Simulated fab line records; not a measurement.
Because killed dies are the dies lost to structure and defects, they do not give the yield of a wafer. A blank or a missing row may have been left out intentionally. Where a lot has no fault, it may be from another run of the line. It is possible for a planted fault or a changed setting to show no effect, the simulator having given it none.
Lot-split experiment + flow n5-finfet + 7 lots, 21 wafers read, on a route of 1938 steps

## THE SPLIT ITSELF
At N5_PASSIVATION_ETCH_54 (etches SiO2 in CHF3/O2, target depth 880 nm, time 440 s), the setting source-w was moved away from the recipe's 650 W on 8 of the 21 wafers read, by -17.1% to +15.4%. The other wafers ran this setting at the recipe's value.

Reading taken at the split's own step.

## THE READING
rf-vpp-V, in V, at N5_PASSIVATION_ETCH_54 (etches SiO2 in CHF3/O2, target depth 880 nm, time 440 s). A value of 527 V with a standard deviation of 7.4 V is what fault-free wafers of this fab line usually give.

| wafer  | tool, chamber at the split | source-w as run, W | against the recipe | rf-vpp-V, V | against lot-mates on the recipe |
|--------|----------------------------|--------------------|--------------------|-------------|---------------------------------|
| L075.1 | rie-diel-06, 3             | 650                | recipe             | 541         | -                               |
| L075.3 | rie-diel-06, 2             | 650                | recipe             | 527         | -                               |
| L075.4 | rie-diel-06, 0             | 650                | recipe             | 524         | -                               |
| L076.1 | rie-diel-06, 2             | 750.2              | +15.4%             | 492         | -49                             |
| L076.2 | rie-diel-06, 3             | 650                | recipe             | 541         | -                               |
| L076.6 | rie-diel-06, 1             | 750.2              | +15.4%             | 480         | -61                             |
| L077.2 | rie-diel-06, 3             | 689.7              | +6.1%              | 524         | +0                              |
| L077.5 | rie-diel-06, 1             | 689.7              | +6.1%              | 500         | -24                             |
| L077.6 | rie-diel-06, 0             | 650                | recipe             | 524         | -                               |
| L080.4 | rie-diel-05, 2             | 650                | recipe             | 538         | -                               |
| L080.5 | rie-diel-05, 1             | 650                | recipe             | 524         | -                               |
| L080.6 | rie-diel-05, 0             | 650                | recipe             | 519         | -                               |
| L087.1 | rie-diel-06, 0             | 650                | recipe             | 524         | -                               |
| L087.2 | rie-diel-06, 3             | 693.3              | +6.7%              | 521         | -4                              |
| L087.4 | rie-diel-06, 2             | 650                | recipe             | 527         | -                               |
| L089.2 | rie-diel-01, 2             | 614.8              | -5.4%              | 534         | +16                             |
| L089.3 | rie-diel-01, 3             | 614.8              | -5.4%              | 548         | +30                             |
| L089.5 | rie-diel-01, 2             | 650                | recipe             | 518         | -                               |
| L090.1 | rie-diel-01, 1             | 538.8              | -17.1%             | 577         | +45                             |
| L090.2 | rie-diel-01, 0             | 650                | recipe             | 529         | -                               |
| L090.4 | rie-diel-01, 3             | 650                | recipe             | 535         | -                               |

FIT RESULTS
A straight line over all 21 wafers: rf-vpp-V changes by -2.68 V for each +1% of source-w; r = -0.91; the points scatter about the line by 8.3 V.
The same after taking each lot's own level away (the mean of its wafers on the recipe; 21 wafers): -3.08 V for each +1%; r = -0.93; scatter 8.7 V.
According to that fit, moving source-w by its largest amount changes the reading by 53 V.
The lots' own levels span 518.0 to 541.0 V, that is 3.1 times the standard deviation above.
So the lot-to-lot level changes the slope: the two fits differ.
Check: with one of the wafers moved furthest among these (-17.1%) left out of the fit, the line predicts +59.4 V for it against its lot-mates. It came out at +45 V against them.
Tool readings at the split's step, against how far the setting was moved: rf-vpp-V r = -0.91.

## THE OTHER SPLITS THESE WAFERS WENT THROUGH
Note: prior to the reading, these wafers also went through further splits. Each is held against what the fit with the lots' levels taken away leaves over:
| other split on the same wafers   | wafers away from the commonest value | r with rf-vpp-V (lot level and that fit taken away) |
|----------------------------------|--------------------------------------|-----------------------------------------------------|
| N5_PASSIVATION_PEB_28 peb-time-s | as run: not given for these wafers   | -                                                   |

## FILE'S OWN FIT
rf-vpp-V changes by -2.88 V for each +1% of source-w, r = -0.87.
